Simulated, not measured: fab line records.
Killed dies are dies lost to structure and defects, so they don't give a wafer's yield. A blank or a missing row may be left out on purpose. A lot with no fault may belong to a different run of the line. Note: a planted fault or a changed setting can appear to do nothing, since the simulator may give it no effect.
Split-lot experiment    flow n5Finfet    7 lots, 21 wafers read, on a route of 1938 steps

THE SPLIT
At N5_BEOL_M6_ETCH_62 (etches SOC in N2/H2, target depth 110 nm, overetch 22 nm, time 165 s), the setting biasW was moved away from the recipe's 150 W on 8 of the 21 wafers read, by -12.3% to +9.9%. This setting was run at the recipe's value on the other wafers.

The reading comes from the split's own step.

THE READING
rfVppV, in V, at N5_BEOL_M6_ETCH_62 (etches SOC in N2/H2, target depth 110 nm, overetch 22 nm, time 165 s). Fault-free wafers of this fab line usually give 525.0 V, standard deviation 2.4 V.

wafer   tool, chamber at the split  biasW as run, W  against the recipe  rfVppV, V  against lot-mates on the recipe
L076.1  rieDiel-01, 3               150              recipe              523.7      -
L076.5  rieDiel-01, 1               150              recipe              530.0      -
L076.6  rieDiel-01, 2               164.9            +9.9%               557.4      +30.5
L080.2  rieDiel-05, 0               150              recipe              522.1      -
L080.4  rieDiel-05, 0               150              recipe              521.7      -
L080.5  rieDiel-05, 1               150              recipe              526.7      -
L081.2  rieDiel-02, 3               150              recipe              523.7      -
L081.3  rieDiel-02, 1               150              recipe              529.9      -
L081.4  rieDiel-02, 2               140.9            -6.1%               506.0      -20.8
L084.3  rieDiel-01, 2               150              recipe              523.0      -
L084.5  rieDiel-01, 2               160.3            +6.9%               545.3      +19.8
L084.6  rieDiel-01, 1               150              recipe              528.1      -
L091.1  rieDiel-01, 3               150              recipe              523.1      -
L091.4  rieDiel-01, 0               150              recipe              529.5      -
L091.5  rieDiel-01, 1               150              recipe              527.8      -
L094.1  rieDiel-05, 3               131.5            -12.3%              482.1      no lot-mate on the recipe
L094.2  rieDiel-05, 1               131.5            -12.3%              484.4      no lot-mate on the recipe
L094.5  rieDiel-05, 2               131.5            -12.3%              483.4      no lot-mate on the recipe
L093.3  rieDiel-05, 1               136.1            -9.3%               495.0      -29.6
L093.5  rieDiel-05, 2               136.1            -9.3%               494.0      -30.6
L093.6  rieDiel-05, 3               150              recipe              524.6      -

THE FIT
A straight line over all 21 wafers: rfVppV changes by +3.33 V for each +1% of biasW; r = +0.99; the points scatter about the line by 2.6 V.
The same after taking each lot's own level away (the mean of its wafers on the recipe; 18 wafers): +3.16 V for each +1%; r = +0.99; scatter 2.5 V.
That fit puts the effect of the largest move of biasW on the reading at 39 V.
The lots' own levels span 523.50 to 526.85 V, that is 1.4 times the standard deviation above.
The two slopes are in agreement: the lot-to-lot level therefore moves the slope only a little.
Check: +31.4 V against its lot-mates is what the line predicts for one of the wafers moved furthest among these (+9.9%) when that wafer is left out of the fit. It came out at +30.5 V against them.
Tool readings at the split's step, against how far the setting was moved: rfVppV r = +0.99.

THESE WAFERS: OTHER SPLITS
These wafers also went through other splits before the reading. Each is held against what the fit with the lots' levels taken away leaves over:
other split on the same wafers   wafers away from the commonest value  r with rfVppV (lot level and that fit taken away)
N5_BEOL_M0_CUTY_ETCH_63 sourceW  8                                     +0.25
N5_BEOL_M2_ETCH_69 biasW         5                                     +0.29
N5_BEOL_M4_COAT_62 spinRpm       3                                     +0.01
N5_BEOL_M5_ETCH_68 biasW         9                                     +0.22
N5_BEOL_M5_TRENCH_ETCH_37 timeS  10                                    +0.11

FILE'S OWN FIT
rfVppV changes by +3.14 V for each +1% of biasW, r = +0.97.
